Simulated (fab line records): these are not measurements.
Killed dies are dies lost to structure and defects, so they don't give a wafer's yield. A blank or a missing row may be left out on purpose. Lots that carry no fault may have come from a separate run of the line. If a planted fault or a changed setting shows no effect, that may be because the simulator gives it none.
Chamber matching	flow n5 finfet	3 sister chambers for N5_BEOL_M15_DEP_53 on pecvd-04
The step deposits SiCN from 3MS/NH3, target thk 50 nm, time 17.8 s. 22 wafers are shown with their chamber, then 11 later ones without.

WAFERS WITH THEIR CHAMBER
wafer	chamber	throttle valve pct (%)	showerhead plenum p Torr (Torr)
L075.2	2	19.9	4.149
L075.5	0	18.0	4.141
L075.6	1	18.7	4.112
L077.2	0	18.1	4.131
L077.4	0	17.8	4.145
L077.6	1	18.8	4.098
L079.1	1	18.9	4.103
L079.2	0	18.0	4.145
L079.3	2	20.1	4.149
L079.4	1	18.6	4.107
L079.5	2	19.7	4.136
L079.6	0	17.9	4.155
L081.1	1	18.9	4.108
L081.4	2	19.7	4.139
L081.5	1	18.8	4.105
L082.2	2	20.1	4.139
L082.4	2	20.3	4.157
L082.5	1	19.1	4.091
L083.1	2	20.6	4.147
L083.3	1	18.8	4.105
L083.4	0	17.8	4.149
L086.2	2	20.4	4.147

SIGNATURES (means of the wafers above)
reading	chamber 0	chamber 1	chamber 2	scatter within a chamber
throttle valve pct	17.933	18.825	20.100	0.226
showerhead plenum p Torr	4.14433	4.10363	4.14538	0.0071
Rule: for a wafer and a chamber, the distance is found by dividing, reading by reading, the gap between the wafer's reading and the chamber's mean by the reading's scatter, squaring, summing and taking the root. If the next closest chamber is less than 2 further off than the closest, the wafer can't be placed; otherwise it belongs to the closest. The scatter: the root of (the sum of the squares of (reading less its chamber's mean) over the shown wafers, divided by (wafers less chambers)).

WAFERS MISSING THEIR CHAMBER
wafer	throttle valve pct (%)	showerhead plenum p Torr (Torr)
L086.4	18.0	4.146
L086.5	20.4	4.153
L089.2	19.0	4.110
L089.5	20.4	4.140
L089.6	18.6	4.103
L090.2	20.6	4.160
L090.3	19.1	4.109
L090.5	17.7	4.143
L096.1	17.8	4.150
L096.4	20.4	4.141
L096.6	17.8	4.149

EACH ONE'S CHAMBER
wafer	from the rows above	in truth
L086.4	0	0
L086.5	2	2
L089.2	1	1
L089.5	2	2
L089.6	1	1
L090.2	2	2
L090.3	1	1
L090.5	0	0
L096.1	0	0
L096.4	2	2
L096.6	0	0
Placed correctly: 11 of 11. Can't be placed from these rows: 0. 0 placed wrongly.
